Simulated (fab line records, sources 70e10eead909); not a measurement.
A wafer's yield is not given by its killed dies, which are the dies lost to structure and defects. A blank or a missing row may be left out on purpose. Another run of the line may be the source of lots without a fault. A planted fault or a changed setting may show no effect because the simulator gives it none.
Which tool is to blame? || flow nandHarc || Sampling: 6 lots, 18 wafers, 5 of 1159 route steps

== WHAT THE GAUGES SHOWED, per wafer ==
NHARC_END_SORT_01.
{"lot": "L227", "measured": "day 22 03:26", "on": "prober-01", "killedAtArray": "22 31 675"}
{"lot": "L226", "measured": "day 23 02:55", "on": "prober-02", "killedAtArray": "38 673 44"}

== EACH LOT AND THE TOOL THAT RAN IT (in order: tool; ch and the chambers of the sampled wafers; start) ==
{"lot": "L215", "NHARC_A_WL_FILL_ETCHBACK_04": "rieMetal-03 ch 0,1, day 15 22:01", "NHARC_A_WL_FILL_ETCHBACK_05": "rieMetal-03 ch 0,1, day 15 22:16", "NHARC_A_WL_FILL_ALD_19": "aldMetal-04 ch 2,3, day 16 14:13", "NHARC_A_CONTACT_DEP_24": "pecvd-01 ch 0,2, day 16 22:04"}
{"lot": "L217", "NHARC_A_WL_FILL_ETCHBACK_04": "rieMetal-01 ch 0,1, day 16 03:41", "NHARC_A_WL_FILL_ETCHBACK_05": "rieMetal-01 ch 0,1, day 16 03:56", "NHARC_A_WL_FILL_ALD_19": "aldMetal-04 ch 0,2,3, day 16 19:52", "NHARC_A_CONTACT_DEP_24": "pecvd-04 ch 0,1,2, day 17 07:07"}
{"lot": "L218", "NHARC_A_WL_FILL_ETCHBACK_04": "rieMetal-02 ch 0,1, day 17 00:49", "NHARC_A_WL_FILL_ETCHBACK_05": "rieMetal-02 ch 0,1, day 17 01:01", "NHARC_A_WL_FILL_ALD_19": "aldMetal-02 ch 1,2, day 17 18:19", "NHARC_A_CONTACT_DEP_24": "pecvd-04 ch 1,2, day 18 03:22"}
{"lot": "L227", "NHARC_A_WL_FILL_ETCHBACK_04": "rieMetal-01 ch 0,1, day 18 06:32", "NHARC_A_WL_FILL_ETCHBACK_05": "rieMetal-01 ch 0,1, day 18 06:42", "NHARC_A_WL_FILL_ALD_19": "aldMetal-04 ch 0,1,3, day 18 22:46", "NHARC_A_CONTACT_DEP_24": "pecvd-01 ch 0,1, day 19 05:02"}
{"lot": "L226", "NHARC_A_WL_FILL_ETCHBACK_04": "rieMetal-02 ch 0,1, day 18 15:37", "NHARC_A_WL_FILL_ETCHBACK_05": "rieMetal-02 ch 0,1, day 18 15:50", "NHARC_A_WL_FILL_ALD_19": "aldMetal-04 ch 1,2, day 19 07:42", "NHARC_A_CONTACT_DEP_24": "pecvd-03 ch 0, day 19 13:26"}
{"lot": "L236", "NHARC_A_WL_FILL_ETCHBACK_04": "rieMetal-03 ch 0,1, day 20 13:58", "NHARC_A_WL_FILL_ETCHBACK_05": "rieMetal-03 ch 0,1, day 20 14:12", "NHARC_A_WL_FILL_ALD_19": "aldMetal-03 ch 1,2,3, day 21 05:54", "NHARC_A_CONTACT_DEP_24": "pecvd-04 ch 0,1, day 21 17:55"}
- NHARC_A_WL_FILL_ETCHBACK_04: etches the open film in NF3, target depth 60 nm, time 120 s.
- NHARC_A_WL_FILL_ETCHBACK_05: etches the open film in Cl2/BCl3, target depth 22 nm, time 60 s.
- NHARC_A_WL_FILL_ALD_19: deposits TiN, target thk 2 nm, pulse time 3 s, ald cycles 100.
- NHARC_A_CONTACT_DEP_24: deposits SiO2, target thk 500 nm.

== THE ANSWER, worked out from the rows above alone ==
Rule: the lots themselves supply what counts as usual. Put in order of their means at a reading, lots are off if they are a third of the lots or fewer, leave a main group of 4 or more, and stand apart from it by a gap of 3 or more times the standard deviation of the main group's means; of several such gaps the widest counts. The tables above print the reading to a certain number of digits; a main group whose means all agree to those digits is not used. A lot without any number at a reading at which 4 lots or more have one is off too. All remaining lots with rows at the step are treated as sound.
No lot is off at any reading shown: from this, nothing can be told.

== WHAT WAS PUT IN BY THE SIMULATOR ==
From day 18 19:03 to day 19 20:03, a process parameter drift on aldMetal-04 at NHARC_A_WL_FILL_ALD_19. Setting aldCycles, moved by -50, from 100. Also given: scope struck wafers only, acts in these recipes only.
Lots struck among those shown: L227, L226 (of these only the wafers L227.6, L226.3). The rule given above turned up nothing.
